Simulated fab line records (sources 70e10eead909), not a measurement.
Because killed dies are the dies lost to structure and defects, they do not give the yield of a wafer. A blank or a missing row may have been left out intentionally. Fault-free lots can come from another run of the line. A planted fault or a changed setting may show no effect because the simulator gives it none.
What tool caused it? ; flow nand_harc ; 27 wafers from 9 lots sampled at 7 of the route's 1302 steps

WHAT EACH GAUGE READ, for each wafer
NHARC_A_CHANNEL_HOLE_D2_INSPECT_40. Usual: raw_defect_count reads 264 (standard deviation 68).
lot;measured;on;raw_defect_count;flag
L464;day 14 08:21;defect_inspect-02;249 198 299;
L469;day 15 19:10;defect_inspect-01;229 329 308;
L467;day 15 20:34;defect_inspect-02;331 315 354;
L466;day 15 23:21;defect_inspect-01;276 347 335;
L475;day 18 04:26;defect_inspect-01;232 376 244;
L474;day 18 08:36;defect_inspect-02;212 213 257;
L482;day 22 09:05;defect_inspect-02;214 282 312;
L483;day 22 22:07;defect_inspect-01;350 273 391;
L486;day 23 21:10;defect_inspect-01;193 262 442;

NHARC_END_WLT_00. Usual: VT_DECK1_BOTTOM 0.869, standard deviation 0.0075; VT_DECK1_BOTTOM_INNER 0.870, standard deviation 0.008; VT_DECK1_MEDIAN_NEAR_BOTTOM 0.871, standard deviation 0.008; VT_DECK1_MEDIAN_NEAR_BOTTOM_INNER 0.871, standard deviation 0.0074; VT_DECK1_MIDDLE 0.882, standard deviation 0.0079; VT_DECK1_MIDDLE_INNER 0.883, standard deviation 0.0075; VT_DECK1_TOP 0.894, standard deviation 0.0081; VT_DECK1_TOP_INNER 0.893, standard deviation 0.0071; VT_DECK2_BOTTOM 0.871, standard deviation 0.008; VT_DECK2_BOTTOM_INNER 0.871, standard deviation 0.0082; VT_DECK2_MEDIAN_NEAR_BOTTOM 0.872, standard deviation 0.0076; VT_DECK2_MEDIAN_NEAR_BOTTOM_INNER 0.872, standard deviation 0.0072; VT_DECK2_MIDDLE 0.883, standard deviation 0.0064; VT_DECK2_MIDDLE_INNER 0.884, standard deviation 0.0073; VT_DECK2_TOP 0.896, standard deviation 0.0076; VT_DECK2_TOP_INNER 0.896, standard deviation 0.0077.
lot;measured;on;VT_DECK1_BOTTOM;VT_DECK1_BOTTOM_INNER;VT_DECK1_MEDIAN_NEAR_BOTTOM;VT_DECK1_MEDIAN_NEAR_BOTTOM_INNER;VT_DECK1_MIDDLE;VT_DECK1_MIDDLE_INNER;VT_DECK1_TOP;VT_DECK1_TOP_INNER;VT_DECK2_BOTTOM;VT_DECK2_BOTTOM_INNER;VT_DECK2_MEDIAN_NEAR_BOTTOM;VT_DECK2_MEDIAN_NEAR_BOTTOM_INNER;VT_DECK2_MIDDLE;VT_DECK2_MIDDLE_INNER;VT_DECK2_TOP;VT_DECK2_TOP_INNER;flag
L464;day 25 09:33;prober-02;0.858 0.866 0.859;0.863 0.872 0.861;0.854 0.875 0.859;0.869 0.873 0.861;0.865 0.877 0.868;0.871 0.878 0.875;0.884 0.883 0.887;0.880 0.886 0.888;0.883 0.870 0.880;0.883 0.873 0.882;0.879 0.872 0.878;0.884 0.875 0.869;0.890 0.888 0.889;0.880 0.885 0.892;0.893 0.893 0.904;0.894 0.893 0.895;
L469;day 27 04:37;prober-01;0.869 0.865 0.873;0.860 0.864 0.874;0.868 0.870 0.873;0.872 0.868 0.863;0.887 0.875 0.882;0.892 0.879 0.878;0.899 0.891 0.890;0.886 0.894 0.890;0.854 0.860 0.862;0.853 0.855 0.855;0.866 0.858 0.862;0.858 0.855 0.861;0.864 0.883 0.875;0.869 0.872 0.872;0.888 0.877 0.884;0.879 0.885 0.891;
L467;day 26 12:32;prober-01;0.867 0.873 0.864;0.874 0.878 0.866;0.869 0.872 0.872;0.874 0.869 0.867;0.886 0.879 0.880;0.880 0.884 0.878;0.899 0.897 0.898;0.893 0.895 0.890;0.863 0.853 0.859;0.860 0.852 0.861;0.863 0.854 0.875;0.860 0.858 0.873;0.873 0.874 0.881;0.879 0.874 0.881;0.882 0.887 0.880;0.886 0.882 0.887;
L466;day 27 12:55;prober-02;0.867 0.861 0.862;0.866 0.857 0.866;0.866 0.858 0.859;0.866 0.860 0.873;0.877 0.878 0.876;0.871 0.876 0.870;0.896 0.889 0.885;0.891 0.883 0.893;0.881 0.876 0.873;0.881 0.876 0.881;0.873 0.877 0.878;0.876 0.878 0.868;0.885 0.888 0.879;0.880 0.894 0.891;0.897 0.907 0.905;0.904 0.897 0.902;
L475;day 28 20:00;prober-02;0.872 0.881 0.892;0.885 0.883 0.886;0.884 0.891 0.885;0.883 0.888 0.881;0.897 0.903 0.902;0.900 0.899 0.894;0.913 0.894 0.905;0.906 0.909 0.906;0.886 0.883 0.887;0.883 0.876 0.881;0.890 0.882 0.912;0.886 0.882 0.907;0.894 0.886 0.896;0.898 0.895 0.892;0.901 0.908 0.907;0.908 0.904 0.907;
L474;day 28 19:59;prober-01;0.863 0.860 0.849;0.858 0.863 0.855;0.861 0.863 0.863;0.862 0.867 0.866;0.878 0.873 0.876;0.873 0.874 0.871;0.884 0.881 0.884;0.885 0.881 0.888;0.880 0.875 0.868;0.878 0.875 0.862;0.903 0.908 0.868;0.903 0.891 0.881;0.890 0.884 0.891;0.885 0.886 0.887;0.909 0.906 0.895;0.894 0.904 0.898;
L482;day 32 16:37;prober-01;0.880 0.872 0.883;0.878 0.889 0.883;0.890 0.879 0.888;0.875 0.876 0.889;0.896 0.886 0.899;0.902 0.887 0.902;0.913 0.910 0.915;0.909 0.908 0.905;0.881 0.869 0.865;0.876 0.868 0.870;0.876 0.876 0.872;0.878 0.867 0.871;0.888 0.878 0.882;0.882 0.883 0.885;0.890 0.893 0.887;0.892 0.890 0.890;
L483;day 33 12:28;prober-02;0.864 0.875 0.870;0.879 0.873 0.867;0.876 0.879 0.873;0.876 0.874 0.871;0.883 0.896 0.884;0.884 0.886 0.885;0.890 0.897 0.905;0.897 0.900 0.896;0.868 0.881 0.880;0.873 0.869 0.884;0.871 0.872 0.882;0.867 0.880 0.883;0.876 0.878 0.885;0.880 0.884 0.889;0.899 0.897 0.897;0.903 0.891 0.896;
L486;day 34 17:11;prober-01;0.869 0.870 0.864;0.876 0.872 0.872;0.876 0.872 0.870;0.874 0.872 0.881;0.889 0.890 0.882;0.880 0.882 0.884;0.893 0.895 0.892;0.899 0.885 0.893;0.865 0.868 0.873;0.867 0.861 0.869;0.872 0.872 0.874;0.875 0.868 0.870;0.878 0.887 0.885;0.882 0.882 0.887;0.895 0.898 0.898;0.906 0.896 0.896;

NHARC_END_SORT_01. Usual: killed_at_array 56, standard deviation 21; killed_at_other 0.8, standard deviation 1; killed_at_periphery 3.6, standard deviation 2.8; killed_dies 60, standard deviation 20; killed_open 3.2, standard deviation 1.9; killed_short 2.4, standard deviation 1.6.
lot;measured;on;killed_at_array;killed_at_other;killed_at_periphery;killed_dies;killed_open;killed_short;flag
L464;day 25 12:31;prober-02;43 52 34;0 1 2;0 1 2;43 54 38;4 6 1;4 3 4;
L469;day 27 07:34;prober-01;50 78 72;1 0 2;2 2 2;53 80 76;3 5 1;0 4 2;
L467;day 26 15:31;prober-01;80 92 97;0 1 0;2 0 0;82 93 97;4 4 4;1 3 4;
L466;day 27 16:13;prober-02;38 47 34;0 0 3;1 6 1;39 53 38;3 8 0;2 2 2;
L475;day 28 23:00;prober-02;25 37 46;2 3 1;3 10 8;30 50 55;3 6 4;2 0 1;
L474;day 28 22:59;prober-01;48 54 39;2 1 2;11 9 13;61 64 54;3 7 4;1 1 3;
L482;day 32 20:32;prober-01;35 46 31;0 0 0;0 1 3;35 47 34;2 4 3;2 1 1;
L483;day 33 15:44;prober-02;39 47 45;3 2 1;0 1 0;42 50 46;2 5 1;4 0 5;
L486;day 34 20:49;prober-01;71 52 42;0 1 0;1 5 1;72 58 43;3 9 3;5 0 2;

TOOL THAT RAN EACH LOT (tool first, then ch and the chambers of the sampled wafers, then the start)
lot;NHARC_A_CHANNEL_HOLE_D2_ETCH_20;NHARC_A_CHANNEL_HOLE_D2_ETCH_24;NHARC_A_CHANNEL_HOLE_D2_STRIP_28;NHARC_A_CHANNEL_HOLE_D2_XSEM_32
L464;har_etch-01 ch 0,1, day 14 02:47;har_etch-01 ch 0,1, day 14 04:53;rie_diel-05 ch 0,2, day 14 08:15 or earlier;xsem-02 ch 0, day 14 08:15
L469;har_etch-01 ch 0,1, day 15 13:32;har_etch-01 ch 0,1, day 15 15:34;rie_diel-05 ch 0,1,3, day 15 19:04 or earlier;xsem-02 ch 0, day 15 19:04
L467;har_etch-02 ch 1, day 15 15:01;har_etch-02 ch 1, day 15 17:07;rie_diel-10 ch 0,1,2, day 15 20:28 or earlier;xsem-01 ch 0, day 15 20:28
L466;har_etch-01 ch 0,1, day 15 17:46;har_etch-01 ch 0,1, day 15 19:52;rie_diel-05 ch 0,1,3, day 15 23:16 or earlier;xsem-02 ch 0, day 15 23:16
L475;har_etch-01 ch 0,1, day 17 22:53;har_etch-01 ch 0,1, day 18 00:59;rie_diel-10 ch 0,1,3, day 18 04:20 or earlier;xsem-02 ch 0, day 18 04:20
L474;har_etch-01 ch 0,1, day 18 03:04;har_etch-01 ch 0,1, day 18 05:08;rie_diel-10 ch 0,1,3, day 18 08:30 or earlier;xsem-02 ch 0, day 18 08:30
L482;har_etch-02 ch 0,1, day 22 03:29;har_etch-02 ch 0,1, day 22 05:42;rie_diel-05 ch 1,2,3, day 22 08:59 or earlier;xsem-02 ch 0, day 22 08:59
L483;har_etch-01 ch 0,1, day 22 16:34;har_etch-01 ch 0,1, day 22 18:40;rie_diel-05 ch 0,1,2, day 22 22:01 or earlier;xsem-01 ch 0, day 22 22:01
L486;har_etch-01 ch 0,1, day 23 15:42;har_etch-01 ch 0,1, day 23 17:52;rie_diel-10 ch 0,3, day 23 21:05 or earlier;xsem-02 ch 0, day 23 21:05
- NHARC_A_CHANNEL_HOLE_D2_ETCH_20: etches the open film in C4F8/O2/Ar, time 361.9 s, target depth 1600 nm.
- NHARC_A_CHANNEL_HOLE_D2_ETCH_24: etches the open film in C4F8/O2/Ar, time 906.2 s, target depth 1500 nm.
- NHARC_A_CHANNEL_HOLE_D2_STRIP_28: strips in O2.
- NHARC_A_CHANNEL_HOLE_D2_XSEM_32

WHAT THE TOOLS THEMSELVES READ (means of the sampled wafers that have a number; where no wafer has one, the mark that the record gives instead)
NHARC_A_CHANNEL_HOLE_D2_ETCH_20. Usual: drypump_motor_current_A 5.8 A, standard deviation 0.44; showerhead_plenum_p_Torr 3.70 Torr, standard deviation 0.11; throttle_valve_pct 32.155 %, standard deviation 0.0094.
lot;tool;drypump_motor_current_A (A);showerhead_plenum_p_Torr (Torr);throttle_valve_pct (%);flag
L464;har_etch-01;5.9;3.69;32.155;
L469;har_etch-01;5.9;3.67;32.161;
L467;har_etch-02;5.1;3.72;32.153;
L466;har_etch-01;5.9;3.67;32.147;
L475;har_etch-01;5.9;3.66;32.154;
L474;har_etch-01;5.9;3.65;32.158;
L482;har_etch-02;5.9;3.82;32.157;
L483;har_etch-01;5.9;3.63;32.153;
L486;har_etch-01;5.9;3.62;32.164;

NHARC_A_CHANNEL_HOLE_D2_ETCH_24. Usual: drypump_motor_current_A 5.8 A, standard deviation 0.44; showerhead_plenum_p_Torr 3.69 Torr, standard deviation 0.11; throttle_valve_pct 32.236 %, standard deviation 0.0093.
lot;tool;drypump_motor_current_A (A);showerhead_plenum_p_Torr (Torr);throttle_valve_pct (%);flag
L464;har_etch-01;5.9;3.68;32.228;
L469;har_etch-01;5.9;3.67;32.240;
L467;har_etch-02;5.2;3.71;32.230;
L466;har_etch-01;5.9;3.66;32.240;
L475;har_etch-01;5.9;3.65;32.231;
L474;har_etch-01;5.9;3.64;32.238;
L482;har_etch-02;5.9;3.82;32.243;
L483;har_etch-01;5.9;3.62;32.231;
L486;har_etch-01;5.9;3.62;32.232;

NHARC_A_CHANNEL_HOLE_D2_STRIP_28. Usual: drypump_motor_current_A 5.5 A, standard deviation 0.53; oes_product_au 0.995 a.u., standard deviation 0.0098; rf_vpp_V 57.7 V, standard deviation 0.87; showerhead_plenum_p_Torr 3.53 Torr, standard deviation 0.12; throttle_valve_pct 17.035 %, standard deviation 0.0079.
lot;tool;drypump_motor_current_A (A);oes_product_au (a.u.);rf_vpp_V (V);showerhead_plenum_p_Torr (Torr);throttle_valve_pct (%);flag
L464;rie_diel-05;5.6;1.001;57.7;3.61;17.041;
L469;rie_diel-05;5.5;1.002;57.5;3.54;17.038;
L467;rie_diel-10;5.8;0.994;58.2;3.50;17.040;
L466;rie_diel-05;5.5;0.999;57.5;3.54;17.035;
L475;rie_diel-10;5.8;0.988;57.8;3.44;17.039;
L474;rie_diel-10;5.8;0.997;57.5;3.43;17.031;
L482;rie_diel-05;5.2;0.987;58.2;3.58;17.027;
L483;rie_diel-05;5.6;0.993;58.2;3.62;17.023;
L486;rie_diel-10;6.2;0.994;56.5;3.35;17.034;

NHARC_A_CHANNEL_HOLE_D2_XSEM_32. Usual: bot_cd_nm 75.1 nm, standard deviation 1.3; bow_nm 8.65 nm, standard deviation 0.23; tilt_deg 0.07 degrees, standard deviation 0.041.
lot;tool;bot_cd_nm (nm);bow_nm (nm);tilt_deg (degrees);flag
L464;xsem-02;76.0;8.19;0.04;
L469;xsem-02;72.8;8.95;0.11;
L467;xsem-01;73.6;8.54;0.09;
L466;xsem-02;75.1;8.42;0.03;
L475;xsem-02;76.2;12.45;0.10;OFF
L474;xsem-02;74.5;16.02;0.05;OFF
L482;xsem-02;76.0;8.79;0.05;
L483;xsem-01;77.4;8.76;0.04;
L486;xsem-02;74.4;8.32;0.11;

THE ANSWER, worked out from the rows above alone
Rule: take the mean of a lot's wafers that have a number; if it is more than 3 standard deviations from the usual mean, the lot is off. Also off: a lot with no number at a reading for which 4 or more lots have one. Where the step has rows for the other lots, those lots are counted as sound. After the gauges, taken in route order, come the tools' own readings; for these a lot's mean is taken, as printed above. The first step at which some lot is off is used, and at that step the reading that is off furthest; a lot without a number counts as furthest.
Off: L475, L474 (NHARC_A_CHANNEL_HOLE_D2_XSEM_32, bow_nm).
A tool fits if, at that step or a process step before it, it ran every lot that is off, and no sound lot after the first of them. NHARC_A_CHANNEL_HOLE_D2_STRIP_28: start missing for some lots; hours and lot order therefore follow NHARC_A_CHANNEL_HOLE_D2_XSEM_32. Not one of the candidates tried fits.

WHAT HAD BEEN PUT IN BY THE SIMULATOR
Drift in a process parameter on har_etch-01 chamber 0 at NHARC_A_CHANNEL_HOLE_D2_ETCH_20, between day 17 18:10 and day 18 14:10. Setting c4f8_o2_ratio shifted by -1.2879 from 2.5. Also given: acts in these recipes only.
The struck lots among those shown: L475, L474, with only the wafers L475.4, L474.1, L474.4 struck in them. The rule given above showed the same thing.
